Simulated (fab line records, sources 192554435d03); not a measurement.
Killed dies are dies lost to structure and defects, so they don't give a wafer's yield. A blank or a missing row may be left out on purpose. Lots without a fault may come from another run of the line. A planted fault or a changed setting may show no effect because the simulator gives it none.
Split-lot experiment | flow n5_finfet | 7 lots, 21 wafers read, on a route of 1938 steps

THE SPLIT
At N5_BEOL_M11_VIA_ETCH_34 (etches SiCOH lowk in C4F6/O2, target depth 184.5 nm, time 69.2 s), the setting time_s was moved away from the recipe's 69.2 s on 4 of the 21 wafers read, by -19.0% to +14.3%. The other wafers ran this setting at the recipe's value.

The reading is taken at the split's own step.

THE READING
SOC_of_BEOL_M11_COAT_63.thk_nm (the simulator's own value, which no gauge read), in nm, at N5_BEOL_M11_VIA_ETCH_34 (etches SiCOH lowk in C4F6/O2, target depth 184.5 nm, time 69.2 s). The file gives no usual value for it. The 17 wafers here that ran the recipe average 91.9 nm, standard deviation 0.33 nm.

wafer  | tool, chamber at the split | time_s as run, s | against the recipe | SOC_of_BEOL_M11_COAT_63.thk_nm, nm | against lot-mates on the recipe
L076.1 | rie_diel-03, 1             | 69.2             | recipe             | 92                                 | -
L076.4 | rie_diel-03, 1             | 69.2             | recipe             | 92                                 | -
L076.5 | rie_diel-03, 0             | 69.2             | recipe             | 92                                 | -
L078.2 | rie_diel-05, 1             | 69.2             | recipe             | 91.6                               | -
L078.5 | rie_diel-05, 1             | 69.2             | recipe             | 91.8                               | -
L078.6 | rie_diel-05, 0             | 69.2             | recipe             | 91.6                               | -
L079.2 | rie_diel-06, 1             | 79.13            | +14.3%             | 90.8                               | -1.6
L079.3 | rie_diel-06, 0             | 79.13            | +14.3%             | 90.6                               | -1.8
L079.5 | rie_diel-06, 1             | 69.2             | recipe             | 92.4                               | -
L082.2 | rie_diel-03, 0             | 69.2             | recipe             | 92                                 | -
L082.4 | rie_diel-03, 2             | 56.02            | -19.0%             | 93.4                               | +1.4
L082.6 | rie_diel-03, 2             | 56.02            | -19.0%             | 93.4                               | +1.4
L086.1 | rie_diel-03, 2             | 69.2             | recipe             | 91.6                               | -
L086.5 | rie_diel-03, 0             | 69.2             | recipe             | 92.2                               | -
L086.6 | rie_diel-03, 1             | 69.2             | recipe             | 91.6                               | -
L089.4 | rie_diel-03, 0             | 69.2             | recipe             | 92.4                               | -
L089.5 | rie_diel-03, 3             | 69.2             | recipe             | 92.6                               | -
L089.6 | rie_diel-03, 2             | 69.2             | recipe             | 92                                 | -
L094.2 | rie_diel-05, 0             | 69.2             | recipe             | 91.8                               | -
L094.3 | rie_diel-05, 1             | 69.2             | recipe             | 91.6                               | -
L094.4 | rie_diel-05, 2             | 69.2             | recipe             | 91.4                               | -

THE FIT
A straight line over all 21 wafers: SOC_of_BEOL_M11_COAT_63.thk_nm changes by -0.0805 nm for each +1% of time_s; r = -0.89; the points scatter about the line by 0.31 nm.
The same after taking each lot's own level away (the mean of its wafers on the recipe; 21 wafers): -0.0904 nm for each +1%; r = -0.95; scatter 0.23 nm.
On that fit, the largest move of time_s shifts the reading by 1.7 nm.
The lots' own levels span 91.60 to 92.40 nm, that is 2.4 times the standard deviation above.
So the lot-to-lot level changes the slope: the two fits differ.
Check: with one of the wafers moved furthest among these (-19.0%) left out of the fit, the line predicts +1.79 nm for it against its lot-mates. It came out at +1.4 nm against them.

OTHER SPLITS ON THESE WAFERS
These wafers also went through other splits before the reading. Each is held against what the fit with the lots' levels taken away leaves over:
other split on the same wafers | wafers away from the commonest value | r with SOC_of_BEOL_M11_COAT_63.thk_nm (lot level and that fit taken away)
N5_BEOL_M7_ETCH_41 source_w    | 4                                    | +0.52
N5_BEOL_M10_ILD_DEP_00 time_s  | 4                                    | +0.17

THE WHOLE CHAIN: every reading that the file lists as answering this split, in the file's order
step                    | what it does                                                     | reading                                                                         | change (the file's fit)                | r (the file's)
N5_BEOL_M11_VIA_ETCH_34 | etches SiCOH lowk in C4F6/O2, target depth 184.5 nm, time 69.2 s | etch.depth_nm (the simulator's own value, which no gauge read)                  | +1.91 nm for each +1% of the setting   | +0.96
N5_BEOL_M11_VIA_ETCH_34 | etches SiCOH lowk in C4F6/O2, target depth 184.5 nm, time 69.2 s | SOC_of_BEOL_M11_COAT_63.thk_nm (the simulator's own value, which no gauge read) | -0.0898 nm for each +1% of the setting | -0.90

THE FILE'S OWN FIT
SOC_of_BEOL_M11_COAT_63.thk_nm changes by -0.0898 nm for each +1% of time_s, r = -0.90.
